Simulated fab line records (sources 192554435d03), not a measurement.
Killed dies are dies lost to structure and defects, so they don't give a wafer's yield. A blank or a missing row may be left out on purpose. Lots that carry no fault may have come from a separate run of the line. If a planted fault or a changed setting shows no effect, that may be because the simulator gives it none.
Matching of chambers :: flow n5_finfet :: N5_BEOL_M12_CMP_49 on cmp-02: 4 sister chambers
The step polishes, stops on SiOC, t overpolish 20.6 s, target thk 320 nm. 14 wafers are shown with their chamber, then 7 later ones without.

== WAFERS WITH THEIR CHAMBER ==
wafer: L076.1
chamber: 2
motor_current_A (A): 6.3
overpolish_run_s (s): 20.603
pad_life_wafers: 794

wafer: L076.2
chamber: 1
motor_current_A (A): 6.2
overpolish_run_s (s): 20.605
pad_life_wafers: 793

wafer: L075.2
chamber: 0
motor_current_A (A): 6.1
overpolish_run_s (s): 20.597
pad_life_wafers: 858

wafer: L075.3
chamber: 1
motor_current_A (A): 6.6
overpolish_run_s (s): 20.615
pad_life_wafers: 859

wafer: L075.4
chamber: 3
motor_current_A (A): 5.5
overpolish_run_s (s): 20.588
pad_life_wafers: 861

wafer: L080.2
chamber: 0
motor_current_A (A): 5.9
overpolish_run_s (s): 20.588
pad_life_wafers: 1046

wafer: L080.3
chamber: 2
motor_current_A (A): 6.0
overpolish_run_s (s): 20.596
pad_life_wafers: 1044

wafer: L083.1
chamber: 2
motor_current_A (A): 6.0
overpolish_run_s (s): 20.607
pad_life_wafers: 1194

wafer: L083.2
chamber: 0
motor_current_A (A): 6.1
overpolish_run_s (s): 20.611
pad_life_wafers: 1196

wafer: L085.1
chamber: 2
motor_current_A (A): 6.3
overpolish_run_s (s): 20.596
pad_life_wafers: 1406

wafer: L085.2
chamber: 1
motor_current_A (A): 6.1
overpolish_run_s (s): 20.611
pad_life_wafers: 1405

wafer: L085.3
chamber: 0
motor_current_A (A): 6.0
overpolish_run_s (s): 20.589
pad_life_wafers: 1404

wafer: L088.1
chamber: 0
motor_current_A (A): 5.7
overpolish_run_s (s): 20.609
pad_life_wafers: 1411

wafer: L088.4
chamber: 2
motor_current_A (A): 6.1
overpolish_run_s (s): 20.600
pad_life_wafers: 1413

SIGNATURES, as means of the wafers listed above
reading: motor_current_A
chamber 0: 5.960
chamber 1: 6.300
chamber 2: 6.140
chamber 3: 5.500
scatter within a chamber: 0.185

reading: overpolish_run_s
chamber 0: 20.59880
chamber 1: 20.61033
chamber 2: 20.60040
chamber 3: 20.58800
scatter within a chamber: 0.0078

reading: pad_life_wafers
chamber 0: 1183.00
chamber 1: 1019.00
chamber 2: 1170.20
chamber 3: 861.00
scatter within a chamber: 269
Rule: a wafer lies at a distance from a chamber equal to the root of the sum of squares, over the readings, of (its reading less the chamber's mean, divided by the reading's scatter). If the next closest chamber is less than 2 further off than the closest, the wafer can't be placed; otherwise it belongs to the closest. How the scatter is found: for the shown wafers, subtract from each reading the mean of its chamber, square and add these, divide the total by (wafers less chambers), then take the root.

== WAFERS MISSING THEIR CHAMBER ==
wafer: L087.3
motor_current_A (A): 6.2
overpolish_run_s (s): 20.600
pad_life_wafers: 1458

wafer: L087.4
motor_current_A (A): 6.3
overpolish_run_s (s): 20.613
pad_life_wafers: 1459

wafer: L094.1
motor_current_A (A): 6.2
overpolish_run_s (s): 20.591
pad_life_wafers: 1680

wafer: L094.2
motor_current_A (A): 5.3
overpolish_run_s (s): 20.572
pad_life_wafers: 1682

wafer: L094.4
motor_current_A (A): 5.8
overpolish_run_s (s): 20.606
pad_life_wafers: 1683

wafer: L095.1
motor_current_A (A): 6.0
overpolish_run_s (s): 20.610
pad_life_wafers: 1718

wafer: L095.3
motor_current_A (A): 6.5
overpolish_run_s (s): 20.596
pad_life_wafers: 1719

== WHICH CHAMBER EACH ONE RAN IN ==
wafer: L087.3
from the rows above: can't be placed: 2 or 0 or 1
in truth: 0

wafer: L087.4
from the rows above: can't be placed: 1 or 2 or 0
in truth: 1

wafer: L094.1
from the rows above: can't be placed: 2 or 0 or 1
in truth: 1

wafer: L094.2
from the rows above: can't be placed: 3 or 0
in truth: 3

wafer: L094.4
from the rows above: can't be placed: 0 or 2 or 1 or 3
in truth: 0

wafer: L095.1
from the rows above: can't be placed: 0 or 2 or 1
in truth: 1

wafer: L095.3
from the rows above: can't be placed: 2 or 1 or 0
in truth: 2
Correct placement for 0 of the 7. Cannot be placed on the basis of these rows: 7; the candidates contain the true chamber in 7. Placed wrongly: 0.
